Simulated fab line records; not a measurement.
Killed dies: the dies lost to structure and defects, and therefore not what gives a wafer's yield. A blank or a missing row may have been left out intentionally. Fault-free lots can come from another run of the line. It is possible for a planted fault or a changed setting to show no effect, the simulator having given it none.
Matching of chambers || flow nand_harc || 4 sister chambers for NHARC_P_ZERO_WELL_DESCUM_39 on rie_diel-12
The step chemistry O2, time 3 s. 18 wafers are shown with their chamber, then 9 later ones without.

EACH WAFER AND ITS CHAMBER
{"wafer": "L074.1", "chamber": 1, "drypump_motor_current_A (A)": 4.9, "oes_product_au (a.u.)": 0.994, "throttle_valve_pct (%)": 11.332}
{"wafer": "L074.5", "chamber": 1, "drypump_motor_current_A (A)": 4.9, "oes_product_au (a.u.)": 0.991, "throttle_valve_pct (%)": 11.311}
{"wafer": "L074.6", "chamber": 0, "drypump_motor_current_A (A)": 4.9, "oes_product_au (a.u.)": 1.003, "throttle_valve_pct (%)": 11.282}
{"wafer": "L075.1", "chamber": 1, "drypump_motor_current_A (A)": 4.9, "oes_product_au (a.u.)": 0.999, "throttle_valve_pct (%)": 11.313}
{"wafer": "L075.3", "chamber": 2, "drypump_motor_current_A (A)": 5.4, "oes_product_au (a.u.)": 0.981, "throttle_valve_pct (%)": 11.312}
{"wafer": "L075.6", "chamber": 0, "drypump_motor_current_A (A)": 4.9, "oes_product_au (a.u.)": 1.017, "throttle_valve_pct (%)": 11.319}
{"wafer": "L078.1", "chamber": 1, "drypump_motor_current_A (A)": 4.9, "oes_product_au (a.u.)": 1.017, "throttle_valve_pct (%)": 11.320}
{"wafer": "L078.5", "chamber": 0, "drypump_motor_current_A (A)": 4.9, "oes_product_au (a.u.)": 1.016, "throttle_valve_pct (%)": 11.305}
{"wafer": "L078.6", "chamber": 3, "drypump_motor_current_A (A)": 5.7, "oes_product_au (a.u.)": 0.999, "throttle_valve_pct (%)": 11.321}
{"wafer": "L080.1", "chamber": 0, "drypump_motor_current_A (A)": 4.9, "oes_product_au (a.u.)": 1.024, "throttle_valve_pct (%)": 11.319}
{"wafer": "L080.3", "chamber": 3, "drypump_motor_current_A (A)": 5.7, "oes_product_au (a.u.)": 0.993, "throttle_valve_pct (%)": 11.324}
{"wafer": "L080.5", "chamber": 3, "drypump_motor_current_A (A)": 5.7, "oes_product_au (a.u.)": 1.002, "throttle_valve_pct (%)": 11.328}
{"wafer": "L081.2", "chamber": 0, "drypump_motor_current_A (A)": 4.9, "oes_product_au (a.u.)": 1.003, "throttle_valve_pct (%)": 11.301}
{"wafer": "L081.3", "chamber": 3, "drypump_motor_current_A (A)": 5.7, "oes_product_au (a.u.)": 0.991, "throttle_valve_pct (%)": 11.296}
{"wafer": "L081.6", "chamber": 0, "drypump_motor_current_A (A)": 4.9, "oes_product_au (a.u.)": 1.005, "throttle_valve_pct (%)": 11.295}
{"wafer": "L084.2", "chamber": 3, "drypump_motor_current_A (A)": 5.7, "oes_product_au (a.u.)": 0.999, "throttle_valve_pct (%)": 11.289}
{"wafer": "L084.4", "chamber": 1, "drypump_motor_current_A (A)": 4.9, "oes_product_au (a.u.)": 1.030, "throttle_valve_pct (%)": 11.304}
{"wafer": "L084.6", "chamber": 2, "drypump_motor_current_A (A)": 5.5, "oes_product_au (a.u.)": 1.009, "throttle_valve_pct (%)": 11.300}

SIGNATURES (means of the wafers above)
{"reading": "drypump_motor_current_A", "chamber 0": 4.900, "chamber 1": 4.900, "chamber 2": 5.450, "chamber 3": 5.700, "scatter within a chamber": 0.0189}
{"reading": "oes_product_au", "chamber 0": 1.01133, "chamber 1": 1.00620, "chamber 2": 0.99500, "chamber 3": 0.99680, "scatter within a chamber": 0.0119}
{"reading": "throttle_valve_pct", "chamber 0": 11.30350, "chamber 1": 11.31600, "chamber 2": 11.30600, "chamber 3": 11.31160, "scatter within a chamber": 0.0142}
Rule: for each reading, subtract the chamber's mean from the wafer's reading, divide by that reading's scatter and square the result; add these up over the readings and take the root, which gives the wafer's distance from the chamber. If the next closest chamber is less than 2 further off than the closest, the wafer can't be placed; otherwise it belongs to the closest. The scatter: take each reading less its chamber's mean, square it, sum over the shown wafers, divide by the number of wafers less the number of chambers, and take the root.

WAFERS MISSING THEIR CHAMBER
{"wafer": "L087.1", "drypump_motor_current_A (A)": 5.7, "oes_product_au (a.u.)": 1.000, "throttle_valve_pct (%)": 11.304}
{"wafer": "L087.4", "drypump_motor_current_A (A)": 5.5, "oes_product_au (a.u.)": 1.009, "throttle_valve_pct (%)": 11.320}
{"wafer": "L087.6", "drypump_motor_current_A (A)": 4.9, "oes_product_au (a.u.)": 1.024, "throttle_valve_pct (%)": 11.309}
{"wafer": "L088.2", "drypump_motor_current_A (A)": 5.7, "oes_product_au (a.u.)": 0.995, "throttle_valve_pct (%)": 11.315}
{"wafer": "L088.3", "drypump_motor_current_A (A)": 4.9, "oes_product_au (a.u.)": 1.018, "throttle_valve_pct (%)": 11.300}
{"wafer": "L088.6", "drypump_motor_current_A (A)": 5.4, "oes_product_au (a.u.)": 1.011, "throttle_valve_pct (%)": 11.312}
{"wafer": "L096.1", "drypump_motor_current_A (A)": 4.9, "oes_product_au (a.u.)": 1.023, "throttle_valve_pct (%)": 11.318}
{"wafer": "L096.2", "drypump_motor_current_A (A)": 5.4, "oes_product_au (a.u.)": 1.000, "throttle_valve_pct (%)": 11.316}
{"wafer": "L096.6", "drypump_motor_current_A (A)": 4.9, "oes_product_au (a.u.)": 1.015, "throttle_valve_pct (%)": 11.312}

WHICH CHAMBER EACH WENT THROUGH
{"wafer": "L087.1", "from the rows above": 3, "in truth": 3}
{"wafer": "L087.4", "from the rows above": 2, "in truth": 2}
{"wafer": "L087.6", "from the rows above": "can't be placed: 0 or 1", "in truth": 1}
{"wafer": "L088.2", "from the rows above": 3, "in truth": 3}
{"wafer": "L088.3", "from the rows above": "can't be placed: 0 or 1", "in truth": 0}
{"wafer": "L088.6", "from the rows above": 2, "in truth": 2}
{"wafer": "L096.1", "from the rows above": "can't be placed: 0 or 1", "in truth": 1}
{"wafer": "L096.2", "from the rows above": 2, "in truth": 2}
{"wafer": "L096.6", "from the rows above": "can't be placed: 0 or 1", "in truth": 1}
5 of 9 placed correctly. Can't be placed from these rows: 4 (the true chamber is among the candidates in 4). Number placed wrongly: 0.
